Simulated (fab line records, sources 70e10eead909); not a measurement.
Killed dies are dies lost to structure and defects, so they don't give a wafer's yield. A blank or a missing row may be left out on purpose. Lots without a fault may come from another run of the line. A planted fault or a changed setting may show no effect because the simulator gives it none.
Which tool did it? | flow nand_harc | 11 lots, 33 wafers sampled, at 5 steps of a route of 1302

WHAT THE GAUGES READ, wafer by wafer
NHARC_A_CHANNEL_HOLE_D2_CD_MEAS_10: target cd 100 nm.
lot  | measured     | on        | cd_nm (nm)
L893 | day 13 07:47 | cd_sem-03 | 99.7 99.8 100.0
L894 | day 14 02:17 | cd_sem-03 | 99.5 99.1 99.2
L895 | day 14 12:26 | cd_sem-02 | 99.2 99.6 98.6
L901 | day 16 13:44 | cd_sem-01 | 100.0 100.3 100.3
L902 | day 17 10:06 | cd_sem-02 | 100.3 100.5 100.8
L907 | day 19 06:27 | cd_sem-01 | 100.1 100.3 100.1
L908 | day 20 03:18 | cd_sem-01 | 100.2 100.3 100.0
L911 | day 20 20:11 | cd_sem-03 | 100.3 100.6 100.1
L910 | day 20 22:05 | cd_sem-03 | 99.5 99.1 99.6
L912 | day 21 12:43 | cd_sem-02 | 99.9 99.2 99.8
L914 | day 22 11:15 | cd_sem-02 | 99.5 99.5 99.5

NHARC_A_CHANNEL_HOLE_D2_CD_MEAS_18.
lot  | measured     | on        | cd_nm (nm)
L893 | day 13 09:04 | cd_sem-02 | 96.8 96.9 98.9
L894 | day 14 03:34 | cd_sem-03 | 103.1 100.1 98.7
L895 | day 14 13:43 | cd_sem-02 | 99.7 97.0 99.7
L901 | day 16 15:01 | cd_sem-01 | 99.7 101.5 100.5
L902 | day 17 11:36 | cd_sem-02 | 102.8 97.8 101.4
L907 | day 19 07:45 | cd_sem-03 | 99.7 103.1 99.1
L908 | day 20 04:35 | cd_sem-03 | 98.0 102.3 95.9
L911 | day 20 21:29 | cd_sem-02 | 97.6 97.5 98.6
L910 | day 20 23:22 | cd_sem-03 | 96.6 95.5 97.5
L912 | day 21 14:00 | cd_sem-03 | 102.5 98.8 100.6
L914 | day 22 12:32 | cd_sem-01 | 98.7 99.7 100.5

NHARC_END_SORT_01.
lot  | measured     | on        | killed_at_array | killed_at_other | killed_at_periphery | killed_dies | killed_open | killed_short
L901 | day 27 22:13 | prober-01 | 673 671 670     | 3 1 1           | 1 5 6               | 677 677 677 | 1 3 5       | 1 0 2
L902 | day 28 10:43 | prober-02 | 676 672 673     | 0 3 2           | 1 2 2               | 677 677 677 | 1 3 6       | 3 2 4

WHICH TOOL RAN EACH LOT (tool, then ch and the chambers of the sampled wafers, then the start)
lot  | NHARC_A_CHANNEL_HOLE_D2_ETCH_16    | NHARC_A_CHANNEL_HOLE_D2_ETCH_27
L893 | rie_diel-04 ch 0,1,3, day 13 08:33 | har_etch-02 ch 0,1, day 13 13:08
L894 | rie_diel-01 ch 0,1,3, day 14 02:59 | har_etch-01 ch 0,1, day 14 07:37
L895 | rie_diel-01 ch 0,1, day 14 13:12   | har_etch-01 ch 0,1, day 14 17:46
L901 | rie_diel-04 ch 0,3, day 16 14:30   | har_etch-01 ch 1, day 16 21:43
L902 | rie_diel-06 ch 0,1,2, day 17 10:54 | har_etch-02 ch 0,1, day 17 15:53
L907 | rie_diel-04 ch 1,3, day 19 07:10   | har_etch-02 ch 0,1, day 19 11:51
L908 | rie_diel-06 ch 0,3, day 20 04:04   | har_etch-02 ch 0,1, day 20 08:37
L911 | rie_diel-06 ch 0,2,3, day 20 20:54 | har_etch-02 ch 0,1, day 21 01:34
L910 | rie_diel-06 ch 2,3, day 20 22:48   | har_etch-01 ch 0,1, day 21 03:26
L912 | rie_diel-04 ch 0,3, day 21 13:25   | har_etch-02 ch 0,1, day 21 18:03
L914 | rie_diel-04 ch 0,3, day 22 12:01   | har_etch-01 ch 0,1, day 22 16:42
- NHARC_A_CHANNEL_HOLE_D2_ETCH_16: etches the open film in O2/COS, target depth 3100 nm, time 806 s.
- NHARC_A_CHANNEL_HOLE_D2_ETCH_27: etches the open film in C4F8/O2/Ar, time 90 s, target depth 400 nm.

WHAT THE TOOLS THEMSELVES READ (means of the sampled wafers that have a number; where no wafer has one, the mark that the record gives instead)
NHARC_A_CHANNEL_HOLE_D2_ETCH_16.
lot  | tool        | bias_w (W) | chamber_pressure_mTorr (mTorr) | drypump_motor_current_A (A) | o2_flow_sccm (sccm) | oes_product_au (a.u.) | rf_fwd_power_W (W) | rf_vpp_V (V) | showerhead_plenum_p_Torr (Torr) | throttle_valve_pct (%)
L893 | rie_diel-04 | 300.3      | 19.977                         | 5.7                         | 400.8               | 1.002                 | 498.6              | 316.7        | 3.25                            | 28.329
L894 | rie_diel-01 | 300.2      | 19.993                         | 6.1                         | 400.0               | 0.999                 | 500.5              | 313.7        | 3.09                            | 28.328
L895 | rie_diel-01 | 299.4      | 20.004                         | 6.2                         | 400.8               | 1.001                 | 500.3              | 314.0        | 3.07                            | 28.340
L901 | rie_diel-04 | -          | -                              | -                           | -                   | -                     | -                  | -            | -                               | -
L902 | rie_diel-06 | -          | -                              | -                           | -                   | -                     | -                  | -            | -                               | -
L907 | rie_diel-04 | 300.6      | 19.995                         | 6.0                         | 400.3               | 1.003                 | 500.2              | 315.7        | 3.27                            | 28.342
L908 | rie_diel-06 | 299.8      | 20.023                         | 6.0                         | 400.2               | 0.999                 | 498.1              | 312.1        | 3.00                            | 28.325
L911 | rie_diel-06 | 299.3      | 20.006                         | 6.2                         | 400.4               | 1.011                 | 498.9              | 312.5        | 3.02                            | 28.335
L910 | rie_diel-06 | 300.6      | 19.990                         | 6.1                         | 400.5               | 1.004                 | 499.5              | 311.8        | 2.99                            | 28.328
L912 | rie_diel-04 | 300.5      | 20.009                         | 5.9                         | 401.5               | 0.999                 | 500.8              | 316.4        | 3.31                            | 28.330
L914 | rie_diel-04 | 300.9      | 20.004                         | 5.6                         | 400.8               | 1.004                 | 499.6              | 316.3        | 3.29                            | 28.336

NHARC_A_CHANNEL_HOLE_D2_ETCH_27.
lot  | tool        | bias_v (V) | c4f8_flow_sccm (sccm) | drypump_motor_current_A (A) | o2_flow_sccm (sccm) | rf_fwd_power_W (W) | showerhead_plenum_p_Torr (Torr) | throttle_valve_pct (%)
L893 | har_etch-02 | 398        | 41.57                 | 6.5                         | 83.38               | 1989               | 3.71                            | 27.626
L894 | har_etch-01 | 400        | 41.64                 | 6.0                         | 83.30               | 1988               | 3.71                            | 27.618
L895 | har_etch-01 | 405        | 41.60                 | 6.3                         | 83.26               | 1986               | 3.72                            | 27.619
L901 | har_etch-01 | 400        | 41.67                 | 5.7                         | 83.09               | 1983               | 3.68                            | 27.613
L902 | har_etch-02 | 400        | 41.61                 | 6.3                         | 83.21               | 1986               | 3.90                            | 27.631
L907 | har_etch-02 | 406        | 41.61                 | 6.3                         | 83.32               | 1987               | 3.88                            | 27.623
L908 | har_etch-02 | 400        | 41.67                 | 6.3                         | 83.08               | 1982               | 3.88                            | 27.621
L911 | har_etch-02 | 403        | 41.66                 | 6.5                         | 83.54               | 1985               | 3.79                            | 27.617
L910 | har_etch-01 | 396        | 41.76                 | 6.0                         | 83.07               | 1988               | 3.65                            | 27.618
L912 | har_etch-02 | 403        | 41.58                 | 6.5                         | 83.24               | 1986               | 3.79                            | 27.607
L914 | har_etch-01 | 404        | 41.78                 | 6.3                         | 83.23               | 1988               | 3.65                            | 27.617

THE ANSWER, worked out from the rows above alone
Rule: what is usual is taken from the lots themselves. Put in order of their means at a reading, lots are off if they are a third of the lots or fewer, leave a main group of 4 or more, and stand apart from it by a gap of 3 or more times the standard deviation of the main group's means; of several such gaps the widest counts. A main group whose means are all the same, to the digits that the tables above print for the reading, isn't used. A lot without any number at a reading at which 4 lots or more have one is off too. The other lots that the step has rows for count as sound. The gauges are gone through in route order, then the tools' own readings, and for those a lot's mean is taken as printed above. The first step at which some lot is off is used, and at that step the reading that is off furthest; a lot without a number counts as furthest.
Off: L901, L902, at NHARC_A_CHANNEL_HOLE_D2_ETCH_16 (bias_w). Without a number there: L901, L902. The main group: mean 300.2 W, standard deviation 0.53.
A tool fits if, at that step or a process step before it, it ran every lot that is off, and no sound lot after the first of them. None of those tried fits.

WHAT THE SIMULATOR HAD PUT IN
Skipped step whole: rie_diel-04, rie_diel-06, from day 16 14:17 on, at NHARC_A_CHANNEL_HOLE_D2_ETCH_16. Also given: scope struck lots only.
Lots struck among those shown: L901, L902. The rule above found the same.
